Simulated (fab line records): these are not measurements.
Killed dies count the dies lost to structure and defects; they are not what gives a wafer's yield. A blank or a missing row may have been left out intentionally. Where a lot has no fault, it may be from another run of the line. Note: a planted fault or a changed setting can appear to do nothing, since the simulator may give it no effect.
fab line records	flow n5-finfet
[record] lots = 5	wafers = 15	last-day = 18
route steps=1938 shown BEOL_M12@1631
lots that met no fault: from a run of the same line without faults
start-h: start of the lot's first displayed wafer, in hours after the record's first day	wait-h: time in hours since the lot's previous step	" unchanged from the row above	L1.1+2: a single row standing in for several wafers	- no value, or no start was given	* or withheld: withheld	< > ~ a bound
route shown NAME@n: NAME is a module with steps in the file, n the number in the route of the first one	usual: the fault-free wafers' mean and standard deviation	same: alike in all rows	chamber/n: place in a boat	sites: readings site by site	_std_site: the standard deviation of these	_edge_site: mean of outer sites minus mean of inner sites	radius-mm: for every site, how far away it sits from the centre of the wafer	mask NAME#n: copy n	behind: the last tool/chamber to shape the wafer	hold: cause of the lot's hold/its duration in hours/its outcome	device: which transistor (n, p or np) failed to switch	end of line: tests of these same wafers at the route's end	step lacking rows: just its recipe	killed: count of dies lost to structure and defects at first sort (not the wafer's yield)	map: dies across one wafer; x = killed, . = not, _ = none there
set.NAME: setting as actually run; set.NAME@STEP: the setting as run at that earlier step	model.NAME: the simulator's own value behind a step, which no gauge read
lots seen at some steps along the route; tables by step, rows by wafer
services: a tool's chamber out of use, with start hour (start-h, from the record's first day; less than 0 if before it), hours out, and reason
[[steps]]
[step N5_BEOL_M12_HARDBAKE_32]
[recipe] temp-c = 130	time-s = 120
[step N5_BEOL_M12_CD_MEAS_28]
[recipe] target-cd-nm = 160.2	landing-energy-ev = 500	detector = se-inlens	polarity = opening
[usual] cd-nm = 160.8/1.1
lot.wafer	tool	chamber	start-h	wait-h	cd-nm
L602.1	cd-sem-01	0	254.45	-	161.8
L602.3	"	0	"	"	159.8
L602.6	"	0	"	"	161.2
L606.1	cd-sem-02	0	284.70	-	161.5
L606.2	"	0	"	"	161.2
L606.4	"	0	"	"	159.2
L615.1	cd-sem-01	0	344.38	-	162.3
L615.2	"	0	"	"	162.5
L615.3	"	0	"	"	161.4
L618.1	cd-sem-03	0	364.58	-	160.8
L618.3	"	0	"	"	160.7
L618.5	"	0	"	"	160.3
L619.2	cd-sem-03	0	383.97	-	158.4
L619.3	"	0	"	"	159.0
L619.4	"	0	"	"	158.4
[step N5_BEOL_M12_OVL_MEAS_29]
[recipe] points-per-wafer = 44
[usual] M12_OVL = -3/4.7
lot.wafer	tool	chamber	start-h	wait-h	M12_OVL[nm]
L602.1	overlay-02	0	254.48	0.0	-5
L602.3	"	0	"	"	-12
L602.6	"	0	"	"	-6
L606.1	overlay-01	0	284.73	0.0	-8
L606.2	"	0	"	"	-8
L606.4	"	0	"	"	-3
L615.1	overlay-02	0	344.41	0.0	-1
L615.2	"	0	"	"	-5
L615.3	"	0	"	"	-4
L618.1	overlay-01	0	364.61	0.0	-2
L618.3	"	0	"	"	8
L618.5	"	0	"	"	4
L619.2	overlay-01	0	384.00	0.0	-2
L619.3	"	0	"	"	-7
L619.4	"	0	"	"	-2
[step N5_BEOL_M12_INSPECT_30]
[recipe] mode = adi	inspect-instrument = macro
[usual] raw-defect-count = 2.1/1.4
lot.wafer	tool	chamber	start-h	wait-h	raw-defect-count
L602.1	defect-inspect-02	-	254.51	0.0	0
L602.3	"	-	"	"	1
L602.6	"	-	"	"	1
L606.1	defect-inspect-02	-	284.75	0.0	1
L606.2	"	-	"	"	4
L606.4	"	-	"	"	1
L615.1	defect-inspect-01	-	344.44	0.0	2
L615.2	"	-	"	"	3
L615.3	"	-	"	"	3
L618.1	defect-inspect-02	-	364.64	0.0	2
L618.3	"	-	"	"	3
L618.5	"	-	"	"	1
L619.2	defect-inspect-01	-	384.03	0.0	1
L619.3	"	-	"	"	1
L619.4	"	-	"	"	1
[step N5_BEOL_M12_DESCUM_33]
[recipe] chemistry = O2	time-s = 7.9	source-power-w = 50	bias-power-w = 20	pressure-mtorr = 20	rf-frequency-hz = 2.712e+07	temp-c = 40	o2-flow-sccm = 225
[step N5_BEOL_M12_ETCH_67]
[recipe] chemistry = CF4	target = SiARC	target-depth-a = 1430	time-s = 238.3	ion-energy-ev = 80	pressure-mtorr = 40	source-w = 545	bias-w = 36	Ar_flow_sccm = 100	cf4-flow-sccm = 100	ends = cleared
[usual] drypump-motor-current-A = 5.9/0.43	etch-rf-on-time-s = 236.7/2.8	oes-product-au = 0.70/0.075	rf-vpp-V = 184.0/1.2	showerhead-plenum-p-Torr = 2.14/0.065	throttle-valve-pct = 15.43/0.22
lot.wafer	tool	chamber	start-h	wait-h	drypump-motor-current-A	etch-rf-on-time-s	oes-product-au	rf-hours-counter-h	rf-vpp-V	showerhead-plenum-p-Torr	throttle-valve-pct
L602.1	rie-diel-02	3	254.57	0.0	5.8	237.5	0.66	121	185.1	2.15	15.65
L602.3	"	0	"	"	5.5	233.9	0.67	134	184.6	2.14	15.27
L602.6	"	2	"	"	5.6	234.8	0.76	-	185.8	2.18	15.79
L606.1	rie-diel-01	2	284.84	0.0	5.6	234.8	0.62	218	183.7	2.12	15.44
L606.2	"	3	"	"	6.2	236.6	0.69	86	187.1	2.25	15.33
L606.4	"	1	"	"	5.9	235.4	0.71	73	184.2	2.08	15.43
L615.1	rie-diel-03	3	344.51	0.0	6.3	236.0	0.75	42	182.6	2.10	15.57
L615.2	"	0	"	"	6.3	241.6	0.72	58	183.4	2.09	15.17
L615.3	"	1	"	"	5.8	236.0	0.81	12	184.7	2.19	15.20
L618.1	rie-diel-03	0	364.72	0.0	6.3	240.1	0.71	66	183.4	2.08	15.21
L618.3	"	1	"	"	5.8	235.5	0.79	19	184.6	2.18	15.23
L618.5	"	2	"	"	6.4	231.5	0.83	-	186.2	2.27	15.17
L619.2	rie-diel-02	3	384.23	0.0	5.9	243.6	0.62	167	183.4	2.14	15.75
L619.3	"	1	"	"	4.8	240.1	0.76	38	185.9	2.27	15.22
L619.4	"	0	"	"	5.5	237.7	0.62	178	185.1	2.13	15.36
[step N5_BEOL_M12_ETCH_68]
[recipe] chemistry = N2/H2	target = SOC	mask-material = SiARC	source-w = 3000	bias-w = 350	temp-c = 40	time-s = 285	ion-energy-ev = 200	pressure-mtorr = 30	n2-flow-sccm = 200	h2-flow-sccm = 200
[usual] drypump-motor-current-A = 5.9/0.43	n2-flow-sccm = 200.0/0.64	oes-product-au = 0.82/0.088	rf-vpp-V = 523.7/2.3	showerhead-plenum-p-Torr = 2.54/0.081	temp-c = 40.02/0.11	throttle-valve-pct = 17.61/0.21
lot.wafer	tool	chamber	start-h	wait-h	drypump-motor-current-A	n2-flow-sccm	oes-product-au	rf-hours-counter-h	rf-vpp-V	showerhead-plenum-p-Torr	temp-c	throttle-valve-pct
L602.1	rie-diel-02	3	254.72	0.1	5.9	200.6	0.78	121	525.2	2.55	39.98	17.78
L602.3	"	0	"	"	5.5	201.2	0.77	134	522.4	2.55	39.80	17.48
L602.6	"	2	"	"	5.6	200.1	0.89	-	525.9	2.59	39.81	17.89
L606.1	rie-diel-01	2	284.99	0.1	5.6	199.6	0.73	218	522.5	2.51	40.23	17.59
L606.2	"	3	"	"	6.2	199.6	0.81	86	526.8	2.67	39.88	17.53
L606.4	"	1	"	"	5.9	200.1	0.84	73	521.3	2.47	40.10	17.66
L615.1	rie-diel-03	3	344.65	0.1	6.3	200.7	0.88	42	522.6	2.49	40.10	17.85
L615.2	"	0	"	"	6.3	200.3	0.85	59	521.9	2.48	39.98	17.32
L615.3	"	1	"	"	5.8	200.6	0.93	12	525.7	2.61	40.06	17.43
L618.1	rie-diel-03	0	364.87	0.1	6.3	200.2	0.83	66	521.8	2.47	39.97	17.32
L618.3	"	1	"	"	5.8	199.3	0.91	19	525.2	2.60	40.07	17.43
L618.5	"	2	"	"	6.4	198.9	0.98	-	526.0	2.71	40.13	17.37
L619.2	rie-diel-02	3	384.38	0.1	5.9	200.2	0.73	167	523.2	2.53	40.04	17.86
L619.3	"	1	"	"	4.8	199.4	0.89	38	528.7	2.71	40.16	17.49
L619.4	"	0	"	"	5.5	200.5	0.73	178	524.3	2.53	40.08	17.55
[step N5_BEOL_M12_STRIP_69]
[recipe] chemistry = N2/H2	temp-c = 40	n2-flow-sccm = 200	h2-flow-sccm = 200	rf-frequency-hz = 6e+07
[step N5_BEOL_M12_TRENCH_ETCH_34]
[recipe] chemistry = C4F8/O2/Ar	target = SiOC	target-depth-a = 3189.5	mask-material = SOC	pressure-mtorr = 30	source-w = 3000	bias-w = 700	Ar_flow_sccm = 400	C4F8_flow_sccm = 15	O2_flow_sccm = 8	he-inner-torr = 15	he-outer-torr = 30	time-s = 125.5	ion-energy-ev = 250
[step N5_BEOL_M12_STRIP_70]
[recipe] chemistry = C4F8/O2/Ar	resist = SiARC	rf-frequency-hz = 6e+07
[step N5_BEOL_M12_OCD_MEAS_35]
[usual] trench-depth-nm = 319/3.5
lot.wafer	tool	chamber	start-h	wait-h	trench-depth-nm
L602.1	ocd-02	-	255.06	0.0	318
L602.3	"	-	"	"	317
L602.6	"	-	"	"	319
L606.1	ocd-02	-	285.32	0.0	320
L606.2	"	-	"	"	318
L606.4	"	-	"	"	323
L615.1	ocd-02	-	344.99	0.0	324
L615.2	"	-	"	"	322
L615.3	"	-	"	"	322
L618.1	ocd-02	-	365.20	0.0	320
L618.3	"	-	"	"	320
L618.5	"	-	"	"	324
L619.2	ocd-02	-	384.72	0.0	316
L619.3	"	-	"	"	319
L619.4	"	-	"	"	317
[step N5_BEOL_M12_STRIP_37]
[recipe] chemistry = N2/H2	power-w = 1000	temp-c = 250	h2-frac = 0.65	overash-fraction = 0.3	pressure-mtorr = withheld	n2-flow-sccm = 1750	h2-flow-sccm = 3250
[step N5_BEOL_M12_ETCH_38]
[recipe] chemistry = CF4/N2	target = SiCN	target-depth-a = 687	taper-deg = 2	time-s = 73.4	ion-energy-ev = 150	mask-material = SiO2	pressure-mtorr = 40	source-w = 430	bias-w = 70	Ar_flow_sccm = 100	cf4-flow-sccm = 60	n2-flow-sccm = 60
[usual] drypump-motor-current-A = 5.9/0.4	n2-flow-sccm = 59.97/0.17	oes-product-au = 0.83/0.081	rf-vpp-V = 382.3/1.8	showerhead-plenum-p-Torr = 2.21/0.064	throttle-valve-pct = 15.24/0.22
lot.wafer	tool	chamber	start-h	wait-h	drypump-motor-current-A	n2-flow-sccm	oes-product-au	rf-hours-counter-h	rf-vpp-V	showerhead-plenum-p-Torr	throttle-valve-pct	model.etch.depth-nm	model.SiOC_of_BEOL_M12_ILD_DEP_00.thk-nm
L602.1	rie-diel-02	3	258.71	-	5.8	60.09	0.77	122	382.6	2.22	15.51	57.96	606
L602.3	"	2	"	"	5.6	60.10	0.89	43	384.2	2.25	15.59	59.44	602.4
L602.6	"	2	"	"	5.6	59.93	0.89	-	382.8	2.25	15.60	59.2	620
L606.1	rie-diel-03	3	287.37	-	6.3	60.13	0.92	18	380.7	2.17	15.34	59.87	608.4
L606.2	"	0	"	"	6.3	59.72	0.89	34	382.8	2.16	14.96	58.79	611.8
L606.4	"	1	"	"	5.8	59.85	0.69	247	383.3	2.26	15.52	58.68	619.8
L615.1	rie-diel-02	0	346.53	-	5.5	59.72	0.75	165	382.6	2.20	15.17	76.01	586.8
L615.2	"	2	"	"	5.6	60.03	0.84	75	383.6	2.23	15.65	59.16	607.4
L615.3	"	1	"	"	4.8	59.90	0.91	27	385.4	2.35	15.04	57.96	609.2
L618.1	rie-diel-03	1	366.89	-	5.8	60.12	0.92	20	383.8	2.25	15.05	59.55	603.8
L618.3	"	2	"	"	6.4	59.78	0.99	6	386.6	2.34	15.02	60.22	599.2
L618.5	"	3	"	"	6.3	59.90	0.87	-	381.1	2.16	15.41	59.5	615.8
L619.2	rie-diel-03	1	384.83	-	5.8	59.57	0.91	26	384.2	2.25	15.08	59.25	608
L619.3	"	2	"	"	6.4	60.24	0.96	13	387.0	2.34	15.01	60.33	601.8
L619.4	"	3	"	"	6.3	60.01	0.86	57	380.2	2.16	15.43	59.26	610.4
[step N5_BEOL_M12_PRECLEAN_39]
[recipe] chemistry = residue-remover	time-s = 60	temp-c = 40
[step N5_BEOL_M12_SRD_40]
[recipe] time-s = 30	temp-c = 23	rinse-liquid = diw	dry = n2-spin	spin-rpm = 1500	dry-time-s = 30
[step N5_BEOL_M12_DEGAS_41]
[recipe] ambient = vacuum	temp-c = 250	time-s = 60
[usual] heater-power-w = 328/39
lot.wafer	tool	chamber	start-h	wait-h	heater-power-w
L602.1	pvd-sputter-01	-	258.90	0.0	347
L602.3	"	-	"	"	322
L602.6	"	-	"	"	341
L606.1	pvd-sputter-03	-	288.01	0.5	363
L606.2	"	-	"	"	398
L606.4	"	-	"	"	274
L615.1	pvd-sputter-01	-	347.42	0.7	322
L615.2	"	-	"	"	277
L615.3	"	-	"	"	343
L618.1	pvd-sputter-02	-	367.18	0.1	329
L618.3	"	-	"	"	367
L618.5	"	-	"	"	371
L619.2	pvd-sputter-01	-	385.05	0.1	333
L619.3	"	-	"	"	274
L619.4	"	-	"	"	343
[step N5_BEOL_M12_PRE_CLEAN_42]
[recipe] gas = H2/He	time-s = 30	temp-c = 250
[usual] heater-power-w = 327/38
lot.wafer	tool	chamber	start-h	wait-h	heater-power-w
L602.1	pvd-sputter-01	-	258.94	0.0	338
L602.3	"	-	"	"	321
L602.6	"	-	"	"	336
L606.1	pvd-sputter-03	-	288.05	0.0	356
L606.2	"	-	"	"	397
L606.4	"	-	"	"	270
L615.1	pvd-sputter-01	-	347.46	0.0	320
L615.2	"	-	"	"	281
L615.3	"	-	"	"	345
L618.1	pvd-sputter-02	-	367.22	0.0	326
L618.3	"	-	"	"	368
L618.5	"	-	"	"	363
L619.2	pvd-sputter-01	-	385.09	0.0	333
L619.3	"	-	"	"	276
L619.4	"	-	"	"	342
[step N5_BEOL_M12_SPUTTER_43]
[recipe] material = TaN	target-thk-a = 150	temp-c = 50	bias-v = 168.6	power-w = 15000	chamber-pressure-pa = 0.12	time-s = 24.19
[usual] throttle-valve-pct = 30.8/0.78
lot.wafer	tool	chamber	start-h	wait-h	throttle-valve-pct
L602.1	pvd-sputter-01	-	258.98	0.0	30.6
L602.3	"	-	"	"	31.2
L602.6	"	-	"	"	31.8
L606.1	pvd-sputter-03	-	288.09	0.0	31.3
L606.2	"	-	"	"	30.3
L606.4	"	-	"	"	30.3
L615.1	pvd-sputter-01	-	347.50	0.0	31.4
L615.2	"	-	"	"	30.5
L615.3	"	-	"	"	30.6
L618.1	pvd-sputter-02	-	367.26	0.0	30.2
L618.3	"	-	"	"	31.7
L618.5	"	-	"	"	32.2
L619.2	pvd-sputter-01	-	385.13	0.0	31.7
L619.3	"	-	"	"	30.6
L619.4	"	-	"	"	30.5
[step N5_BEOL_M12_SPUTTER_44]
[recipe] material = Ta	target-thk-a = 100	temp-c = 50	bias-v = 80	power-w = 15000	chamber-pressure-pa = 0.07	time-s = 16.13
[step N5_BEOL_M12_SPUTTER_45]
[recipe] material = Cu	target-thk-a = 800	temp-c = -20	bias-v = 60	power-w = 26000	chamber-pressure-pa = 0.13	time-s = 13.33
[step N5_BEOL_M12_ECD_47]
[recipe] material = Cu	target-thk-a = 7200
[step N5_BEOL_M12_ANNEAL_48]
[recipe] temp-c = 225	time-s = 90	ambient = N2
[step N5_BEOL_M12_CMP_49]
[recipe] stop-on = SiOC	t-overpolish-s = 20.6	down-force-psi = 1	platen-rpm = 50	clearing-platen-down-force-psi = 1.5	clearing-platen-rpm = 50	post-cmp-clean = cu-alkaline	target-thk-nm = 320	clearing-platen-pad-velocity-m-s = 0.99484	pad-velocity-m-s = 0.99484
[usual] barrier-field-endpoint-s = 30.1/0.66	motor-current-A = 6.3/0.37	overpolish-run-s = 20.600/0.009	platen-rpm = 50.00/0.031	slurry-filter-dp-kPa = 13.48/0.13
lot.wafer	tool	chamber	start-h	wait-h	barrier-field-endpoint-s	motor-current-A	overpolish-run-s	platen-rpm	slurry-filter-dp-kPa	model.SiOC_of_BEOL_M12_ILD_DEP_00.thk-nm
L602.3	cmp-01	0	259.70	0.2	29.4	7.1	20.600	50.01	13.43	592.4
L602.1	"	2	"	"	29.8	6.5	20.604	49.91	13.31	596
L602.6	"	0	"	"	30.2	7.0	20.609	49.96	13.28	610
L606.2	cmp-01	1	288.82	0.2	30.8	6.0	20.604	50.00	13.60	601.8
L606.4	"	3	"	"	30.4	6.0	20.596	50.00	13.62	609.8
L606.1	"	0	"	"	30.1	6.5	20.597	49.97	13.53	598.4
L615.3	cmp-02	2	348.22	0.2	29.9	6.2	20.600	50.00	13.43	599.2
L615.2	"	0	"	"	29.7	6.5	20.599	50.00	13.52	597.4
L615.1	"	1	"	"	30.7	6.2	20.585	49.94	13.42	576.8
L618.1	cmp-01	1	368.33	0.3	30.9	6.1	20.586	50.01	13.61	593.8
L618.3	"	3	"	"	29.6	6.1	20.594	50.04	13.38	589.2
L618.5	"	1	"	"	30.3	6.2	20.599	50.04	13.58	605.8
L619.2	cmp-01	0	386.47	0.2	30.7	6.5	20.603	50.05	13.70	598
L619.3	"	1	"	"	31.3	6.4	20.605	49.96	13.78	591.8
L619.4	"	2	"	"	30.9	6.5	20.599	50.01	13.63	600.4
[step N5_BEOL_M12_THK_MEAS_50]
[recipe] thk-meas-gauge = xrf	reads = Cu_of_BEOL_M12_ECD_47
[usual] M12_THK = 315/4
lot.wafer	tool	chamber	start-h	wait-h	M12_THK[nm]
L602.1	film-metro-01	-	260.00	-	313
L602.3	"	-	"	"	311
L602.6	"	-	"	"	314
L606.1	film-metro-01	-	289.12	-	313
L606.2	"	-	"	"	312
L606.4	"	-	"	"	318
L615.1	film-metro-01	-	348.52	-	316
L615.2	"	-	"	"	312
L615.3	"	-	"	"	314
L618.1	film-metro-02	-	368.59	-	319
L618.3	"	-	"	"	319
L618.5	"	-	"	"	321
L619.2	film-metro-02	-	386.76	-	313
L619.3	"	-	"	"	317
L619.4	"	-	"	"	315
[[services]]
tool	chamber	start-h	hours	kind
cmp-01	-	240.50	0.6	repair
cmp-01	-	279.26	2.2	repair
rie-diel-03	1	296.75	-	clean
rie-diel-03	1	296.75	-	consumable-replace:focus-ring
rie-diel-03	1	296.75	21.4	scheduled-down
rie-diel-03	1	296.75	21.4	vent-cycle
rie-diel-03	-	297.60	0.3	repair
rie-diel-03	2	307.14	2.8	repair
rie-diel-03	2	325.56	-	clean
rie-diel-03	2	325.56	-	consumable-replace:focus-ring
rie-diel-03	2	325.56	-	consumable-replace:showerhead
rie-diel-03	2	325.56	22.2	scheduled-down
rie-diel-03	2	325.56	22.2	vent-cycle
cmp-01	-	325.82	5.9	pm
rie-diel-01	-	326.39	2.8	pm
pvd-sputter-02	-	347.06	1.0	repair
rie-diel-02	1	347.22	1.7	repair
cmp-02	-	352.06	0.4	repair
cmp-01	-	360.09	0.7	repair
rie-diel-01	2	360.58	11.6	repair
cmp-02	-	360.96	1.6	repair
cmp-01	-	361.95	4.0	pm
cmp-02	-	372.18	3.8	pm
cmp-02	-	379.36	8.5	pm
[[key]]
first-sign none at tools or gauges
[model-effect] step = N5_BEOL_M12_ETCH_38	value = etch.depth-nm	without = 59.27	struck = 76.01
[model-effect] step = N5_BEOL_M12_CMP_49	value = SiOC_of_BEOL_M12_ILD_DEP_00.thk-nm	without = 590.8	struck = 576.8
met-at N5_BEOL_M12_ETCH_38
struck-wafers L615.1
[fault] kind = process-parameter-drift	tool = rie-diel-02	chamber = 0	onset-h = 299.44	steps = N5_BEOL_M12_ETCH_38	channel = time-s	offset = *	shape = step	end-h = 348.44	acts-in = *	stated = *
